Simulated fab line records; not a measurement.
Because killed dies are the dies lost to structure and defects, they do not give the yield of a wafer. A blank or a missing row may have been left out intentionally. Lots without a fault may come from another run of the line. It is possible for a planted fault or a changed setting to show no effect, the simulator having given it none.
Which tool did it?    flow nand_harc    15 lots, 42 wafers sampled, at 5 steps of a route of 1302

## WHAT THE GAUGES SHOWED, per wafer
NHARC_A_DECK1_JOINT_INSPECT_05.
lot   measured      on                 raw_defect_count
L579  day 12 09:44  defect_inspect-01  271 331 665
L581  day 13 03:08  defect_inspect-02  299 597 312
L582  day 13 23:06  defect_inspect-01  299 320 365
L583  day 14 03:23  defect_inspect-01  162 301 210
L584  day 14 09:14  defect_inspect-01  411 337 181
L585  day 14 18:31  defect_inspect-01  217 610 512
L586  day 15 20:31  defect_inspect-02  358 261 262
L587  day 15 21:35  defect_inspect-01  291 330 421
L588  day 16 11:59  defect_inspect-01  483 825 449
L593  day 18 14:59  defect_inspect-02  303 471
L595  day 19 06:02  defect_inspect-01  205 366
L596  day 19 20:23  defect_inspect-02  374 188
L599  day 20 13:55  defect_inspect-02  270 290 295
L601  day 21 19:22  defect_inspect-01  221 334 302
L602  day 22 21:41  defect_inspect-02  255 203 322

NHARC_A_ONON_D2_THK_MEAS_14: measures by ellipsometry.
lot   measured      on             thk_nm (nm)
L579  day 12 12:35  film_metro-01  993 993 994
L581  day 13 06:01  film_metro-01  1002 1003 1003
L582  day 14 01:56  film_metro-01  1004 1007 1006
L583  day 14 06:14  film_metro-01  1002 1000 1002
L584  day 14 12:16  film_metro-02  983 985 984
L585  day 14 21:21  film_metro-02  1005 1007 1006
L586  day 15 23:21  film_metro-02  1015 1014 1014
L587  day 16 00:26  film_metro-01  1008 1005 1008
L588  day 16 14:50  film_metro-01  1014 1014 1013
L593  day 18 17:50  film_metro-02  1001 1002
L595  day 19 08:53  film_metro-01  993 995
L596  day 19 23:14  film_metro-01  998 999
L599  day 20 16:45  film_metro-02  1002 1000 1001
L601  day 21 22:14  film_metro-02  997 999 998
L602  day 23 00:31  film_metro-01  1005 1005 1004

NHARC_A_ONON_D2_THK_MEAS_18: measures by ellipsometry.
lot   measured      on             thk_nm (nm)
L579  day 12 20:19  film_metro-02  993 994 993
L581  day 13 15:56  film_metro-02  992 995 994
L582  day 14 09:56  film_metro-01  1018 1020 1019
L583  day 14 16:55  film_metro-02  994 992 993
L584  day 14 16:55  film_metro-01  996 995 998
L585  day 15 04:44  film_metro-02  1010 1011 1010
L586  day 16 06:41  film_metro-02  1014 1014 1012
L587  day 16 06:41  film_metro-01  1005 1005 1005
L588  day 16 22:34  film_metro-01  1002 1003 1000
L593  day 19 01:11  film_metro-02  1541 1542
L595  day 19 18:09  film_metro-01  1007 1537
L596  day 20 07:16  film_metro-01  1004 1534
L599  day 21 00:46  film_metro-02  987 988 986
L601  day 22 02:53  film_metro-02  1003 1005 1005
L602  day 23 06:12  film_metro-02  1011 1011 1012

NHARC_END_SORT_01.
lot   measured      on         killed_at_array  killed_at_other  killed_at_periphery  killed_dies  killed_open  killed_short
L593  day 30 10:31  prober-01  674 667          0 4              3 6                  677 677      2 6          1 4
L595  day 31 02:25  prober-02  69 670           5 3              1 4                  75 677       0 2          0 2
L596  day 31 17:58  prober-02  51 673           0 0              2 4                  53 677       3 4          6 6

## WHAT TOOL EACH LOT RAN ON (gives the tool, then ch and the chambers of the sampled wafers, and finally the start)
lot   NHARC_A_ONON_D2_DEP_16
L579  pecvd_onon-01 ch 0, day 12 19:55
L581  pecvd_onon-04 ch 0, day 13 15:25
L582  pecvd_onon-02 ch 0, day 14 09:25
L583  pecvd_onon-04 ch 0, day 14 16:28
L584  pecvd_onon-01 ch 0, day 14 16:25
L585  pecvd_onon-04 ch 0, day 15 04:17
L586  pecvd_onon-04 ch 0, day 16 06:17
L587  pecvd_onon-01 ch 0, day 16 06:10
L588  pecvd_onon-04 ch 0, day 16 22:10
L593  pecvd_onon-04 ch 0, day 19 00:40
L595  pecvd_onon-04 ch 0, day 19 17:43
L596  pecvd_onon-04 ch 0, day 20 06:49
L599  pecvd_onon-01 ch 0, day 21 00:19
L601  pecvd_onon-02 ch 0, day 22 02:22
L602  pecvd_onon-01 ch 0, day 23 05:41
- NHARC_A_ONON_D2_DEP_16: target thk 1000 nm.

## WHAT THE TOOLS THEMSELVES READ (means of the sampled wafers that have a number; where no wafer has one, the mark that the record gives instead)
The record holds no such reading with a usual standard deviation.

## THE ANSWER, worked out from the rows above alone
Rule: the usual values come from the lots themselves. Put in order of their means at a reading, lots are off if they are a third of the lots or fewer, leave a main group of 4 or more, and stand apart from it by a gap of 3 or more times the standard deviation of the main group's means; of several such gaps the widest counts. If all means in a main group match to the digits the tables above print for the reading, that group is not used. Also off: a lot with no number at a reading for which 4 or more lots have one. All remaining lots with rows at the step are treated as sound. First the gauges in route order, then the tools' own readings, where a lot's mean is used as printed above. The first step at which some lot is off is used, and at that step the reading that is off furthest; a lot without a number counts as furthest.
Off: L593, L595, L596, at NHARC_A_ONON_D2_THK_MEAS_18 (thk_nm). The main group has a mean of 1002 nm with a standard deviation of 9.4.
A tool fits if, at a process step before that reading, it ran every lot that is off, and no sound lot after the first of them. Those tools and the gauges at NHARC_A_ONON_D2_THK_MEAS_18 are tried in the same way. One fits: pecvd_onon-04 at NHARC_A_ONON_D2_DEP_16. Its last sound lot is L588 (day 16 22:10), its first lot that is off L593 (day 19 00:40): a fault that began between those two fits.

## WHAT WAS PUT IN BY THE SIMULATOR
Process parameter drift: pecvd_onon-04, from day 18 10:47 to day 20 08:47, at NHARC_A_ONON_D2_DEP_16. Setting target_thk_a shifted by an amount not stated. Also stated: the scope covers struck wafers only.
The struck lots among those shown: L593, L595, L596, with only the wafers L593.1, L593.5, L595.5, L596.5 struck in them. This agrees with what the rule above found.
